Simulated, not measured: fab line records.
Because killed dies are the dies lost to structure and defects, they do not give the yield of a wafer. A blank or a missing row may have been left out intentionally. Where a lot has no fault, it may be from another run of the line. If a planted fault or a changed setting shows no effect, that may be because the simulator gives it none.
Chamber matching :: flow nand harc :: NHARC_A_CHANNEL_FILL_D1_CMP_10 on cmp-03: 4 sister chambers
The step polishes, target thk 150 nm. 4 wafers are shown with their chamber, then 12 later ones without.

WAFERS PAIRED WITH THEIR CHAMBERS
wafer: L085.6
chamber: 1
motor current A (A): 14.0

wafer: L091.1
chamber: 2
motor current A (A): 10.1

wafer: L091.3
chamber: 3
motor current A (A): 14.9

wafer: L091.5
chamber: 0
motor current A (A): 11.0

WAFERS WITHOUT THEIR CHAMBER
wafer: L095.4
motor current A (A): 10.8

wafer: L095.5
motor current A (A): 10.7

wafer: L095.6
motor current A (A): 12.4

wafer: L094.1
motor current A (A): 14.7

wafer: L094.2
motor current A (A): 13.1

wafer: L094.3
motor current A (A): 10.6

wafer: L094.4
motor current A (A): 10.8

wafer: L094.5
motor current A (A): 12.4

wafer: L094.6
motor current A (A): 11.7

wafer: L096.1
motor current A (A): 14.0

wafer: L096.3
motor current A (A): 11.6

wafer: L096.6
motor current A (A): 14.3

EACH ONE'S CHAMBER
wafer: L095.4
from the rows above: can't be placed: 0 or 2
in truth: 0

wafer: L095.5
from the rows above: can't be placed: 0 or 2
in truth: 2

wafer: L095.6
from the rows above: can't be placed: 0 or 1 or 2 or 3
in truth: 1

wafer: L094.1
from the rows above: can't be placed: 3 or 1
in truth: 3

wafer: L094.2
from the rows above: can't be placed: 1 or 3 or 0
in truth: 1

wafer: L094.3
from the rows above: can't be placed: 0 or 2
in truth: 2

wafer: L094.4
from the rows above: can't be placed: 0 or 2
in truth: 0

wafer: L094.5
from the rows above: can't be placed: 0 or 1 or 2 or 3
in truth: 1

wafer: L094.6
from the rows above: can't be placed: 0 or 2
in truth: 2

wafer: L096.1
from the rows above: can't be placed: 1 or 3
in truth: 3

wafer: L096.3
from the rows above: can't be placed: 0 or 2
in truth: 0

wafer: L096.6
from the rows above: can't be placed: 1 or 3
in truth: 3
0 of 12 placed correctly. Not placeable from these rows: 12 (in 12, the candidates include the true chamber). Wrongly placed: 0.
How it was worked out, from the rows above alone: a wafer's distance from a chamber is the root of the sum, over the readings, of the square of ((its reading less the chamber's mean) divided by the reading's scatter). The wafer belongs to the nearest chamber; if the next one is less than 2 further off, it can't be placed. The mean given for a chamber averages the wafers shown for that chamber. The scatter (one wafer shown for each chamber): square how far every hidden wafer sits from the nearest shown wafer, average those squares and take the square root.
